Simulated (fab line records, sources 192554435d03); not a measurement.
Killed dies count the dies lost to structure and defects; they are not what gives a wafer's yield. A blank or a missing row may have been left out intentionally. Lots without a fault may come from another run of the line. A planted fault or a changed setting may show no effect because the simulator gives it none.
fab line records -- flow n5Finfet
record lots=7, wafers=21
route steps=1938 shown BEOL_M7@1308 BEOL_M9@1446 BEOL_M10@1495 BEOL_M11@1578
startH: start of the lot's first displayed wafer, in hours after the record's first day -- waitH: how many hours have passed since the lot's step before this one -- " unchanged from the row above -- L1.1+2: a row that stands for several wafers -- - no value, or no start given -- * or withheld: withheld -- < > ~ a bound
route shown NAME@n: a module of which the file shows steps, and the number in the route of the first -- usual: mean/standard deviation of fault-free wafers -- same: alike in all rows -- chamber/n: place in a boat -- sites: each site's reading -- _std_site: standard deviation across them -- _edge_site: inner sites' mean taken away from outer sites' mean -- radiusMm: for every site, how far away it sits from the centre of the wafer -- mask NAME#n: copy n -- behind: the tool/chamber that last shaped the wafer -- hold: reason for holding the lot/hours on hold/outcome of the hold -- device: transistor that didn't switch, given as n, p or np -- end of line: the tests these same wafers got at the end of their route -- for a step that has no rows: nothing shown but its recipe -- killed: at the first sort, the dies lost to defects and structure; wafer yield is something else -- map: per-die view of a wafer (x killed, . not killed, _ where there is no die)
set.NAME: the setting the step ran with; set.NAME@STEP: the setting that earlier step ran with -- model.NAME: the simulator's own value behind a step, which no gauge read
lots whose settings were changed on purpose; a table a step, a row a wafer
## steps
# step N5_BEOL_M7_TRENCH_ETCH_37
# recipe chemistry=C4F6/O2, targetDepthA=934.78, target=SiCOH_lowk, timeS=31.2, ionEnergyEv=250, pressureMtorr=30, sourceW=345, biasW=185, Ar_flow_sccm=300, C4F6_flow_sccm=10, O2_flow_sccm=10
lot.wafer,tool,chamber,startH,waitH,set.sourceW,model.etch.depthNm,model.BEOL_M7.featureDepthNm
L079.2,rieDiel-02,1,-,-,299.5,88.68,88.6
L079.5,rieDiel-02,2,-,-,345,89.12,89.2
L079.6,rieDiel-02,1,-,-,345,94.45,94.4
L081.1,rieDiel-04,1,-,-,345,92.2,92.2
L081.3,rieDiel-04,0,-,-,345,91.9,92
L081.5,rieDiel-04,0,-,-,345,91.15,91.2
L083.1,rieDiel-02,0,-,-,345,95.3,95.4
L083.3,rieDiel-02,2,-,-,345,91.39,91.4
L083.4,rieDiel-02,1,-,-,345,95.15,95.2
L084.2,rieDiel-04,1,-,-,345,92.74,92.8
L084.5,rieDiel-04,2,-,-,345,91.71,91.8
L084.6,rieDiel-04,1,-,-,345,92.51,92.6
L091.2,rieDiel-02,0,-,-,345,93.48,93.4
L091.4,rieDiel-02,2,-,-,401.5,100,100
L091.6,rieDiel-02,0,-,-,345,92.5,92.4
L094.1,rieDiel-02,2,-,-,345,94.22,94.2
L094.2,rieDiel-02,3,-,-,398.1,99.5,99.6
L094.3,rieDiel-02,0,-,-,345,93.29,93.2
L095.1,rieDiel-02,2,-,-,345,94.03,94
L095.2,rieDiel-02,3,-,-,401.6,100.3,100.2
L095.3,rieDiel-02,1,-,-,401.6,101.4,101.4
# step N5_BEOL_M7_ETCH_41
# recipe chemistry=CH3F/O2, target=SiCN, targetDepthA=319, taperDeg=2, timeS=57.8, ionEnergyEv=120, maskMaterial=TiN, pressureMtorr=30, sourceW=395, biasW=75, Ar_flow_sccm=150, CH3F_flow_sccm=30, O2_flow_sccm=20
# step N5_BEOL_M7_STRIP_80
# recipe chemistry=N2/H2, timeS=10, powerW=450, tempC=40, pressureMtorr=20, rfFrequencyHz=6e+07, biasPowerW=7, n2FlowSccm=200, h2FlowSccm=200
# step N5_BEOL_M7_OCD_MEAS_38
# usual trenchDepthNm=93.0/1.5
lot.wafer,tool,chamber,startH,waitH,set.sourceW@BEOL_M7_TRENCH_ETCH_37,trenchDepthNm
L079.2,ocd-01,-,230.39,-,299.5,88.5
L079.5,ocd-01,-,230.39,-,345,89.2
L079.6,ocd-01,-,230.39,-,345,94.3
L081.1,ocd-02,-,253.43,-,345,92.1
L081.3,ocd-02,-,253.43,-,345,92.1
L081.5,ocd-02,-,253.43,-,345,91.1
L083.1,ocd-02,-,258.01,-,345,95.3
L083.3,ocd-02,-,258.01,-,345,91.5
L083.4,ocd-02,-,258.01,-,345,95.5
L084.2,ocd-02,-,258.45,-,345,92.3
L084.5,ocd-02,-,258.45,-,345,91.4
L084.6,ocd-02,-,258.45,-,345,92.7
L091.2,ocd-01,-,294.82,-,345,93.3
L091.4,ocd-01,-,294.82,-,401.5,100.2
L091.6,ocd-01,-,294.82,-,345,92.1
L094.1,ocd-01,-,326.07,-,345,94.5
L094.2,ocd-01,-,326.07,-,398.1,98.8
L094.3,ocd-01,-,326.07,-,345,93.1
L095.1,ocd-01,-,336.06,-,345,93.7
L095.2,ocd-01,-,336.06,-,401.6,100.5
L095.3,ocd-01,-,336.06,-,401.6,101.1
# step N5_BEOL_M9_TRENCH_ETCH_37
# recipe chemistry=C4F6/O2, targetDepthA=1514.3, target=SiCOH_lowk, timeS=49, ionEnergyEv=250, pressureMtorr=30, sourceW=345, biasW=185, Ar_flow_sccm=300, C4F6_flow_sccm=10, O2_flow_sccm=10
lot.wafer,tool,chamber,startH,waitH,set.sourceW,model.BEOL_M9.featureDepthNm,model.etch.depthNm
L079.2,rieDiel-02,0,-,-,345,153.2,153.1
L079.5,rieDiel-02,0,-,-,345,152.2,152.2
L079.6,rieDiel-02,1,-,-,345,153.8,153.8
L081.1,rieDiel-06,0,-,-,345,149.2,149.2
L081.3,rieDiel-06,3,-,-,320.5,146.6,146.5
L081.5,rieDiel-06,3,-,-,345,151.4,151.4
L083.1,rieDiel-06,3,-,-,345,151.6,151.6
L083.3,rieDiel-06,1,-,-,345,152.8,152.8
L083.4,rieDiel-06,2,-,-,387.3,154.6,154.6
L084.2,rieDiel-04,0,-,-,345,150.4,150.5
L084.5,rieDiel-04,0,-,-,345,150.2,150.3
L084.6,rieDiel-04,1,-,-,345,149,149.1
L091.2,rieDiel-06,0,-,-,403.2,158.6,158.7
L091.4,rieDiel-06,1,-,-,345,151.8,151.7
L091.6,rieDiel-06,1,-,-,345,150.8,150.9
L094.1,rieDiel-02,2,-,-,345,152,151.9
L094.2,rieDiel-02,1,-,-,345,153.6,153.6
L094.3,rieDiel-02,0,-,-,345,153.4,153.5
L095.1,rieDiel-02,2,-,-,396.5,163.4,163.5
L095.2,rieDiel-02,1,-,-,396.5,163.6,163.6
L095.3,rieDiel-02,0,-,-,396.5,161.4,161.4
# step N5_BEOL_M10_COAT_64
# recipe resist=SiARC, tempC=220, timeS=60, spinRpm=1500, resistThkNm=30
lot.wafer,tool,chamber,startH,waitH,set.spinRpm,model.SiARC_of_BEOL_M10_COAT_64.thkNm
L079.2,lithoTrack-05,0,-,-,1500,30.2
L079.5,lithoTrack-05,0,-,-,1500,30
L079.6,lithoTrack-05,0,-,-,1410,31
L081.1+3+5,lithoTrack-03,0,-,-,1500,30
L084.2+6,lithoTrack-01,0,-,-,1500,30
L084.5,lithoTrack-01,0,-,-,1500,30.2
L083.1+4,lithoTrack-03,0,-,-,1441,30.6
L083.3,lithoTrack-03,0,-,-,1500,29.8
L091.2+4,lithoTrack-05,0,-,-,1500,30
L091.6,lithoTrack-05,0,-,-,1345,31.6
L094.1,lithoTrack-03,0,-,-,1623,28.8
L094.2+3,lithoTrack-03,0,-,-,1500,30
L095.1,lithoTrack-03,0,-,-,1500,30
L095.2,lithoTrack-03,0,-,-,1401,31.2
L095.3,lithoTrack-03,0,-,-,1401,31
# step N5_BEOL_M10_EXPOSE_25
# recipe maskId=V9, na=1.35, sourceShape=annular, sigmaInner=0.5, sigmaOuter=0.8, polarization=unpolarized, doseMj=85.5
lot.wafer,tool,chamber,startH,waitH,mask,set.doseMj
L079.2+5+6,arfiScanner-02,0,259.13,-,V9#0,85.5
L081.1+3+5,arfiScanner-03,0,281.46,-,V9#0,85.5
L084.2+5+6,arfiScanner-02,0,288.88,-,V9#0,85.5
L083.1+3,arfiScanner-03,0,292.26,-,V9#0,85.5
L083.4,arfiScanner-03,0,292.26,-,V9#0,89.71
L091.2+6,arfiScanner-02,0,324.05,-,V9#0,85.5
L091.4,arfiScanner-02,0,324.05,-,V9#0,88.83
L094.1+2,arfiScanner-02,0,353.36,-,V9#0,80.17
L094.3,arfiScanner-02,0,353.36,-,V9#0,85.5
L095.1+2+3,arfiScanner-01,0,361.57,-,V9#0,85.5
# step N5_BEOL_M10_PEB_26
# recipe pebTempC=withheld, pebTimeS=60, resist=CAR-ArF
# step N5_BEOL_M10_DEVELOP_27
# recipe developTimeS=30, developer=TMAH, resist=CAR-ArF, rinseLiquid=diw, dry=airSpin, devTempC=23
# step N5_BEOL_M10_CD_MEAS_28
# recipe targetCdNm=70, landingEnergyEv=500, detector=seInlens, polarity=opening
# usual cdNm=69.2/1.1
lot.wafer,tool,chamber,startH,waitH,set.doseMj@BEOL_M10_EXPOSE_25,cdNm
L079.2,cdSem-03,0,259.26,-,85.5,68.3
L079.5,cdSem-03,0,259.26,-,85.5,66.8
L079.6,cdSem-03,0,259.26,-,85.5,67.0
L081.1,cdSem-03,0,281.59,-,85.5,68.2
L081.3,cdSem-03,0,281.59,-,85.5,69.9
L081.5,cdSem-03,0,281.59,-,85.5,69.0
L084.2,cdSem-02,0,289.01,-,85.5,70.0
L084.5,cdSem-02,0,289.01,-,85.5,69.2
L084.6,cdSem-02,0,289.01,-,85.5,69.9
L083.1,cdSem-03,0,292.39,-,85.5,69.2
L083.3,cdSem-03,0,292.39,-,85.5,70.7
L083.4,cdSem-03,0,292.39,-,89.71,75.4
L091.2,cdSem-03,0,324.18,-,85.5,69.3
L091.4,cdSem-03,0,324.18,-,88.83,72.2
L091.6,cdSem-03,0,324.18,-,85.5,70.2
L094.1,cdSem-01,0,353.49,-,80.17,63.5
L094.2,cdSem-01,0,353.49,-,80.17,64.5
L094.3,cdSem-01,0,353.49,-,85.5,67.4
L095.1,cdSem-03,0,361.70,-,85.5,68.9
L095.2,cdSem-03,0,361.70,-,85.5,67.8
L095.3,cdSem-03,0,361.70,-,85.5,69.0
# step N5_BEOL_M10_DESCUM_33
# recipe chemistry=O2, timeS=7.9, sourcePowerW=50, biasPowerW=20, pressureMtorr=20, rfFrequencyHz=2.712e+07, tempC=40, resist=CAR-ArF, o2FlowSccm=225
# step N5_BEOL_M10_ETCH_65
# recipe chemistry=CF4, target=SiARC, targetDepthA=390, maskMaterial=CAR-ArF, timeS=65, ionEnergyEv=80, pressureMtorr=40, sourceW=545, biasW=36, Ar_flow_sccm=100, cf4FlowSccm=100, ends=cleared
lot.wafer,tool,chamber,startH,waitH,set.spinRpm@BEOL_M10_COAT_64,model.etch.depthNm,model.CAR-ArF_of_BEOL_M10_COAT_22.thkNm
L079.2,rieDiel-05,1,259.38,0.0,1500,30.17,56
L079.5,rieDiel-05,2,259.38,0.0,1500,30.03,55.8
L079.6,rieDiel-05,1,259.38,0.0,1410,31.03,55.2
L081.1,rieDiel-05,0,281.71,0.0,1500,29.93,55.4
L081.3,rieDiel-05,3,281.71,0.0,1500,29.95,55.2
L081.5,rieDiel-05,3,281.71,0.0,1500,30.02,55.2
L084.2,rieDiel-03,2,289.13,0.0,1500,30.07,55.2
L084.5,rieDiel-03,0,289.13,0.0,1500,30.13,55.2
L084.6,rieDiel-03,3,289.13,0.0,1500,30,55.4
L083.1,rieDiel-05,3,292.51,0.0,1441,30.53,55
L083.3,rieDiel-05,0,292.51,0.0,1500,29.86,56
L083.4,rieDiel-05,3,292.51,0.0,1441,30.56,54.8
L091.2,rieDiel-01,2,324.30,0.0,1500,30.04,55.8
L091.4,rieDiel-01,1,324.30,0.0,1500,30.02,55.4
L091.6,rieDiel-01,2,324.30,0.0,1345,31.68,54
L094.1,rieDiel-03,1,353.62,0.0,1623,28.88,56.4
L094.2,rieDiel-03,2,353.62,0.0,1500,30.01,55.4
L094.3,rieDiel-03,3,353.62,0.0,1500,29.93,55.2
L095.1,rieDiel-03,2,363.03,0.0,1500,29.98,55.8
L095.2,rieDiel-03,1,363.03,0.0,1401,31.17,54.4
L095.3,rieDiel-03,1,363.03,0.0,1401,31.04,54.2
# step N5_BEOL_M11_TRENCH_ETCH_37
# recipe chemistry=C4F6/O2, targetDepthA=1488.3, target=SiCOH_lowk, timeS=48, ionEnergyEv=250, pressureMtorr=30, sourceW=345, biasW=185, Ar_flow_sccm=300, C4F6_flow_sccm=10, O2_flow_sccm=10
lot.wafer,tool,chamber,startH,waitH,set.biasW,model.BEOL_M11.featureDepthNm,model.etch.depthNm
L079.2,rieDiel-04,3,-,-,153.1,136.6,136.7
L079.5,rieDiel-04,2,-,-,185,146.8,146.8
L079.6,rieDiel-04,3,-,-,185,145,144.9
L081.1,rieDiel-02,0,-,-,185,147.8,147.9
L081.3,rieDiel-02,3,-,-,185,152.2,152.3
L081.5,rieDiel-02,3,-,-,212,157.8,157.9
L083.1,rieDiel-06,0,-,-,185,149.4,149.4
L083.3,rieDiel-06,3,-,-,175.7,146.6,146.6
L083.4,rieDiel-06,2,-,-,175.7,143.2,143.2
L084.2,rieDiel-04,0,-,-,185,147.4,147.5
L084.5,rieDiel-04,0,-,-,185,147,147
L084.6,rieDiel-04,1,-,-,185,146.8,146.7
L091.2,rieDiel-04,2,-,-,185,149.6,149.5
L091.4,rieDiel-04,1,-,-,172.9,147.8,147.9
L091.6,rieDiel-04,2,-,-,185,148.8,148.7
L094.1,rieDiel-04,1,-,-,197.6,151.2,151.1
L094.2,rieDiel-04,0,-,-,185,147.2,147.1
L094.3,rieDiel-04,2,-,-,185,148.6,148.6
L095.1,rieDiel-06,1,-,-,185,150.6,150.6
L095.2,rieDiel-06,3,-,-,185,148,148
L095.3,rieDiel-06,0,-,-,176.4,144.8,144.8
# step N5_BEOL_M11_ETCH_41
# recipe chemistry=CH3F/O2, target=SiCN, targetDepthA=426, taperDeg=2, timeS=86, ionEnergyEv=120, maskMaterial=TiN, pressureMtorr=30, sourceW=395, biasW=75, Ar_flow_sccm=150, CH3F_flow_sccm=30, O2_flow_sccm=20
lot.wafer,tool,chamber,startH,waitH,set.timeS,model.etch.depthNm
L079.2,rieDiel-04,3,-,-,86,31.78
L079.5,rieDiel-04,2,-,-,86,32.24
L079.6,rieDiel-04,3,-,-,72.2,26.66
L081.1,rieDiel-02,0,-,-,80.47,30.42
L081.3,rieDiel-02,3,-,-,86,33.51
L081.5,rieDiel-02,3,-,-,86,33.15
L083.1,rieDiel-06,0,-,-,86,32.57
L083.3,rieDiel-06,3,-,-,86,32.76
L083.4,rieDiel-06,2,-,-,100.7,36.88
L084.2,rieDiel-04,0,-,-,86,32.61
L084.5,rieDiel-04,0,-,-,86,32.08
L084.6,rieDiel-04,1,-,-,86,32.42
L091.2,rieDiel-04,2,-,-,105.1,39.42
L091.4,rieDiel-04,1,-,-,86,32.82
L091.6,rieDiel-04,2,-,-,86,31.84
L094.1,rieDiel-04,1,-,-,86,32.47
L094.2,rieDiel-04,0,-,-,86,32.03
L094.3,rieDiel-04,2,-,-,86,32.53
L095.1,rieDiel-06,1,-,-,86,32.43
L095.2,rieDiel-06,3,-,-,102.6,37.96
L095.3,rieDiel-06,0,-,-,86,31.99
# step N5_BEOL_M11_STRIP_77
# recipe chemistry=N2/H2, timeS=10, powerW=450, tempC=40, pressureMtorr=20, rfFrequencyHz=6e+07, biasPowerW=7, n2FlowSccm=200, h2FlowSccm=200
# step N5_BEOL_M11_OCD_MEAS_38
# usual trenchDepthNm=148.5/2.2
lot.wafer,tool,chamber,startH,waitH,set.biasW@BEOL_M11_TRENCH_ETCH_37,trenchDepthNm
L079.2,ocd-02,-,272.16,-,153.1,136.3
L079.5,ocd-02,-,272.16,-,185,146.8
L079.6,ocd-02,-,272.16,-,185,144.8
L081.1,ocd-01,-,288.79,-,185,148.0
L081.3,ocd-01,-,288.79,-,185,151.7
L081.5,ocd-01,-,288.79,-,212,157.7
L083.1,ocd-02,-,301.49,-,185,149.2
L083.3,ocd-02,-,301.49,-,175.7,146.8
L083.4,ocd-02,-,301.49,-,175.7,142.8
L084.2,ocd-02,-,301.58,-,185,147.6
L084.5,ocd-02,-,301.58,-,185,147.1
L084.6,ocd-02,-,301.58,-,185,146.6
L091.2,ocd-01,-,335.88,-,185,149.2
L091.4,ocd-01,-,335.88,-,172.9,148.0
L091.6,ocd-01,-,335.88,-,185,149.1
L094.1,ocd-01,-,361.33,-,197.6,151.2
L094.2,ocd-01,-,361.33,-,185,147.1
L094.3,ocd-01,-,361.33,-,185,149.2
L095.1,ocd-01,-,371.48,-,185,150.8
L095.2,ocd-01,-,371.48,-,185,148.5
L095.3,ocd-01,-,371.48,-,176.4,144.8
# step N5_BEOL_M11_HM_STRIP_39
# recipe chemistry=peroxideTinStrip, material=TiN, targetDepthA=250, tempC=50, timeS=158
# step N5_BEOL_M11_SRD_40
# recipe timeS=30, tempC=23, rinseLiquid=diw, dry=ipaMarangoni
# step N5_BEOL_M11_ECD_50
# recipe material=Cu, targetThkA=3180
# step N5_BEOL_M11_ANNEAL_51
# recipe tempC=225, timeS=90, ambient=N2
# step N5_BEOL_M11_CMP_52
# recipe stopOn=SiCOH_lowk, tOverpolishS=7, downForcePsi=1, platenRpm=50, clearingPlatenDownForcePsi=1.5, clearingPlatenRpm=50, postCmpClean=cuAlkaline, targetThkNm=140, clearingPlatenPadVelocityMS=0.99484, padVelocityMS=0.99484
lot.wafer,tool,chamber,startH,waitH,set.biasW@BEOL_M11_TRENCH_ETCH_37,model.Cu_of_BEOL_M11_ECD_50.thkNm
L079.2,cmp-01,1,274.35,0.2,153.1,127.8
L079.6,cmp-01,1,274.35,0.2,185,135.2
L079.5,cmp-01,2,274.35,0.2,185,138.4
L081.1,cmp-01,3,292.70,0.3,185,137.8
L081.3,cmp-01,2,292.70,0.3,185,142.8
L081.5,cmp-01,3,292.70,0.3,212,148
L083.1,cmp-04,1,304.59,0.3,185,138.2
L083.4+3,cmp-04,"2,3",304.59,0.3,175.7,136.2
L084.2,cmp-03,0,304.90,0.3,185,136.2
L084.5,cmp-03,2,304.90,0.3,185,137.2
L084.6,cmp-03,3,304.90,0.3,185,136.8
L091.4,cmp-01,3,338.49,0.2,172.9,137.4
L091.2,cmp-01,0,338.49,0.2,185,140.2
L091.6,cmp-01,3,338.49,0.2,185,139.6
L094.1,cmp-01,3,363.61,0.3,197.6,142.8
L094.2,cmp-01,0,363.61,0.3,185,138.4
L094.3,cmp-01,1,363.61,0.3,185,140.2
L095.1,cmp-04,1,373.64,0.3,185,141.2
L095.2,cmp-04,2,373.64,0.3,185,141
L095.3,cmp-04,0,373.64,0.3,176.4,135.4
# step N5_BEOL_M11_THK_MEAS_53
# recipe thkMeasGauge=xrf, reads=Cu_of_BEOL_M11_ECD_50
# usual M11_THK=138.2/2.4
lot.wafer,tool,chamber,startH,waitH,set.biasW@BEOL_M11_TRENCH_ETCH_37,M11_THK[nm]
L079.2,filmMetro-01,-,274.64,-,153.1,125.4
L079.5,filmMetro-01,-,274.64,-,185,136.5
L079.6,filmMetro-01,-,274.64,-,185,132.7
L081.1,filmMetro-01,-,292.99,-,185,137.1
L081.3,filmMetro-01,-,292.99,-,185,142.2
L081.5,filmMetro-01,-,292.99,-,212,147.8
L083.1,filmMetro-01,-,304.84,-,185,136.9
L083.3,filmMetro-01,-,304.84,-,175.7,134.2
L083.4,filmMetro-01,-,304.84,-,175.7,134.5
L084.2,filmMetro-01,-,305.12,-,185,135.9
L084.5,filmMetro-01,-,305.12,-,185,137.0
L084.6,filmMetro-01,-,305.12,-,185,136.5
L091.2,filmMetro-02,-,338.75,-,185,141.5
L091.4,filmMetro-02,-,338.75,-,172.9,138.1
L091.6,filmMetro-02,-,338.75,-,185,140.8
L094.1,filmMetro-01,-,363.91,-,197.6,141.9
L094.2,filmMetro-01,-,363.91,-,185,137.2
L094.3,filmMetro-01,-,363.91,-,185,139.6
L095.1,filmMetro-01,-,373.94,-,185,140.7
L095.2,filmMetro-01,-,373.94,-,185,140.8
L095.3,filmMetro-01,-,373.94,-,176.4,135.2
# step N5_BEOL_M11_PRE_CLEAN_55
# recipe gas=NH3, timeS=15, tempC=withheld, rfPowerW=300
# step N5_BEOL_M11_DEP_56
# recipe material=SiCN, targetThkA=300, tempC=withheld, precursor=3MS/NH3, pressureTorr=3, rfW=675, timeS=10.5
# step N5_BEOL_M11_RS_MEAS_57
# recipe thkMeasGauge=four-point-probe, reads=Cu_of_BEOL_M11_ECD_50+Co_of_BEOL_M11_CVD_75+TaN_of_BEOL_M11_ALD_74
# usual M11_RS=0.1521/0.0027
lot.wafer,tool,chamber,startH,waitH,set.biasW@BEOL_M11_TRENCH_ETCH_37,M11_RS[ohm/sq]
L079.2,filmMetro-02,-,274.77,0.0,153.1,0.1668
L079.5,filmMetro-02,-,274.77,0.0,185,0.1526
L079.6,filmMetro-02,-,274.77,0.0,185,0.1564
L081.1,filmMetro-02,-,293.12,0.0,185,0.1533
L081.3,filmMetro-02,-,293.12,0.0,185,0.1470
L081.5,filmMetro-02,-,293.12,0.0,212,0.1417
L083.1,filmMetro-01,-,305.00,0.1,185,0.1535
L083.3,filmMetro-01,-,305.00,0.1,175.7,0.1555
L083.4,filmMetro-01,-,305.00,0.1,175.7,0.1552
L084.2,filmMetro-01,-,305.24,0.0,185,0.1555
L084.5,filmMetro-01,-,305.24,0.0,185,0.1543
L084.6,filmMetro-01,-,305.24,0.0,185,0.1550
L091.2,filmMetro-02,-,338.87,0.0,185,0.1500
L091.4,filmMetro-02,-,338.87,0.0,172.9,0.1535
L091.6,filmMetro-02,-,338.87,0.0,185,0.1510
L094.1,filmMetro-01,-,364.03,0.0,197.6,0.1476
L094.2,filmMetro-01,-,364.03,0.0,185,0.1533
L094.3,filmMetro-01,-,364.03,0.0,185,0.1509
L095.1,filmMetro-01,-,374.06,0.0,185,0.1492
L095.2,filmMetro-01,-,374.06,0.0,185,0.1496
L095.3,filmMetro-01,-,374.06,0.0,176.4,0.1567
## key
split step=N5_BEOL_M7_TRENCH_ETCH_37, setting=sourceW, stated=345, by=wafer
response step=N5_BEOL_M7_TRENCH_ETCH_37, reading=model.etch.depthNm, change=+0.376, per=1%, r=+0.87
response step=N5_BEOL_M7_TRENCH_ETCH_37, reading=model.BEOL_M7.featureDepthNm, change=+0.381, per=1%, r=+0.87
response step=N5_BEOL_M7_OCD_MEAS_38, reading=trenchDepthNm, change=+0.378, per=1%, r=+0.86
split step=N5_BEOL_M9_TRENCH_ETCH_37, setting=sourceW, stated=345, by=wafer
response step=N5_BEOL_M9_TRENCH_ETCH_37, reading=model.BEOL_M9.featureDepthNm, change=+0.369, per=1%, r=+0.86
response step=N5_BEOL_M9_TRENCH_ETCH_37, reading=model.etch.depthNm, change=+0.373, per=1%, r=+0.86
split step=N5_BEOL_M10_COAT_64, setting=spinRpm, stated=1500, by=wafer
response step=N5_BEOL_M10_COAT_64, reading=model.SiARC_of_BEOL_M10_COAT_64.thkNm, change=-0.157, per=1%, r=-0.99
response step=N5_BEOL_M10_ETCH_65, reading=model.etch.depthNm, change=-0.155, per=1%, r=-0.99
response step=N5_BEOL_M10_ETCH_65, reading=model.CAR-ArF_of_BEOL_M10_COAT_22.thkNm, change=+0.163, per=1%, r=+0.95
split step=N5_BEOL_M10_EXPOSE_25, setting=doseMj, stated=85.5, by=wafer
response step=N5_BEOL_M10_CD_MEAS_28, reading=cdNm, change=+0.74, per=1%, r=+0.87
split step=N5_BEOL_M11_TRENCH_ETCH_37, setting=biasW, stated=185, by=wafer
response step=N5_BEOL_M11_TRENCH_ETCH_37, reading=model.BEOL_M11.featureDepthNm, change=+0.541, per=1%, r=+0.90
response step=N5_BEOL_M11_TRENCH_ETCH_37, reading=model.etch.depthNm, change=+0.535, per=1%, r=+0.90
response step=N5_BEOL_M11_OCD_MEAS_38, reading=trenchDepthNm, change=+0.544, per=1%, r=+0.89
response step=N5_BEOL_M11_CMP_52, reading=model.Cu_of_BEOL_M11_ECD_50.thkNm, change=+0.533, per=1%, r=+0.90
response step=N5_BEOL_M11_THK_MEAS_53, reading=M11_THK, change=+0.557, per=1%, r=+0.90
response step=N5_BEOL_M11_RS_MEAS_57, reading=M11_RS, change=-0.000665, per=1%, r=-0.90
split step=N5_BEOL_M11_ETCH_41, setting=timeS, stated=86, by=wafer
response step=N5_BEOL_M11_ETCH_41, reading=model.etch.depthNm, change=+0.305, per=1%, r=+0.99
